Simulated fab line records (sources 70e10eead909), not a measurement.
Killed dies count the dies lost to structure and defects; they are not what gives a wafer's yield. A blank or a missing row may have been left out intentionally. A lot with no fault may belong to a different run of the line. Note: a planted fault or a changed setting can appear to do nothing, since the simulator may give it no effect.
Comparing a struck lot with a sound one | flow nandHarc | 15 steps out of a route of 1302
Sound: the wafers L979.1, L979.3, L979.4. The struck wafers were L972.1, L972.6. The cause is named last.
For every step that has rows: the tool of each side, followed by ch and its chambers, followed by its first start. Under that, the readings that differ: sound wafers | struck wafers | difference of the means | sigmas: that difference in standard deviations of wafers without a fault.
alike: readings whose means differ by less than 2 such deviations, and words and numbers that are the same on both sides. not compared: withheld readings, readings that some wafer has no value for, bounds like >300 that may hide the same value, and numbers for which the record gives no deviation and whose values overlap.
The two part at a step that has a row with sigmas, a row that says differs or no value, or rows on one side only. Non-overlapping numbers with no deviation appear without sigmas and do not part them. Lack of a reading on every wafer of one side parts them only where that side has two or more wafers.

first, 7 steps without rows for these wafers: NHARC_A_CONTACT_COAT_87 (time 65 s); NHARC_A_CONTACT_COAT_02 (resist thk 90 nm); NHARC_A_CONTACT_SOFTBAKE_03 (time 55 s); NHARC_A_CONTACT_EBR_04; NHARC_A_CONTACT_EXPOSE_05 (exposes mask A CC); NHARC_A_CONTACT_PEB_06 (peb time 65 s); NHARC_A_CONTACT_DEVELOP_07 (develop time 35 s).
NHARC_A_CONTACT_CD_MEAS_08: target cd 200 nm.
  sound on cdSem-01 ch 0, day 32 07:31; struck on cdSem-03 ch 0, day 28 08:14
  alike: cdNm
NHARC_A_CONTACT_OVL_MEAS_09:
  sound on overlay-02 at day 32 07:37; struck on overlay-01 at day 28 08:20
  alike: overlayXNm, overlayYNm
NHARC_A_CONTACT_INSPECT_10:
  sound on defectInspect-01 at day 32 07:39; struck on defectInspect-02 at day 28 08:22
  alike: rawDefectCount
NHARC_A_CONTACT_DESCUM_13: chemistry O2, time 3 s.
  sound on rieDiel-09 ch 0,1,3, day 32 07:43; struck on rieDiel-09 ch 0,1, day 28 08:25
  alike: drypumpMotorCurrentA, oesProductAu, rfVppV, showerheadPlenumPTorr, throttleValvePct
  not compared: rfHoursCounterH
NHARC_A_CONTACT_ETCH_88: etches the open film in CF4, target depth 39 nm, time 65 s.
  sound on rieDiel-09 ch 0,2,3, day 32 07:48; struck on rieDiel-09 ch 0,3, day 28 08:31
  alike: drypumpMotorCurrentA, oesProductAu, rfVppV, showerheadPlenumPTorr, throttleValvePct
  not compared: rfHoursCounterH
NHARC_A_CONTACT_ETCH_89: etches the open film in N2/H2, target depth 260 nm, time 475.3 s.
  sound on rieDiel-09 ch 0,1,2, day 32 07:53; struck on rieDiel-09 ch 0,2, day 28 08:42
reading             | sound             | struck      | difference | sigmas
oesProductAu (a.u.) | 0.998 0.999 0.982 | 0.835 0.844 | -0.154     | -20
  alike: drypumpMotorCurrentA, rfVppV, showerheadPlenumPTorr, throttleValvePct
  not compared: rfHoursCounterH
NHARC_A_CONTACT_ETCH_30: etches the open film in CF4/CHF3, target depth 72.6 nm, time 36.3 s.
  sound on rieDiel-09 ch 0,1,3; struck on rieDiel-09 ch 1,2
reading             | sound             | struck      | difference | sigmas
oesProductAu (a.u.) | 0.965 0.978 0.986 | 0.914 0.929 | -0.055     | -2
  alike: drypumpMotorCurrentA, rfVppV, showerheadPlenumPTorr, throttleValvePct
  not compared: rfHoursCounterH
-- jump in the record: it breaks off in module A_CONTACT and resumes in module END (first step shown: number 1302 of the route), and 3 days separate the struck wafers' starts before and after --
NHARC_END_SORT_01:
  sound on prober-02 ch 0, day 34 12:58; struck on prober-01 ch 0, day 30 23:16
reading       | sound    | struck  | difference | sigmas
killedAtArray | 28 21 36 | 277 285 | +253       | +12
killedDies    | 31 25 41 | 279 290 | +252       | +12
  alike: killedAtOther, killedAtPeriphery, killedOpen, killedShort

== WHERE THEY PART ==
Earliest at NHARC_A_CONTACT_ETCH_89; latest, in this record, at NHARC_END_SORT_01.

WHY: what the simulator had put in
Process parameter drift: rieDiel-09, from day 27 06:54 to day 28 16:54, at NHARC_A_CONTACT_ETCH_89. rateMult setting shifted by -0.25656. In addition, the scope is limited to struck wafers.
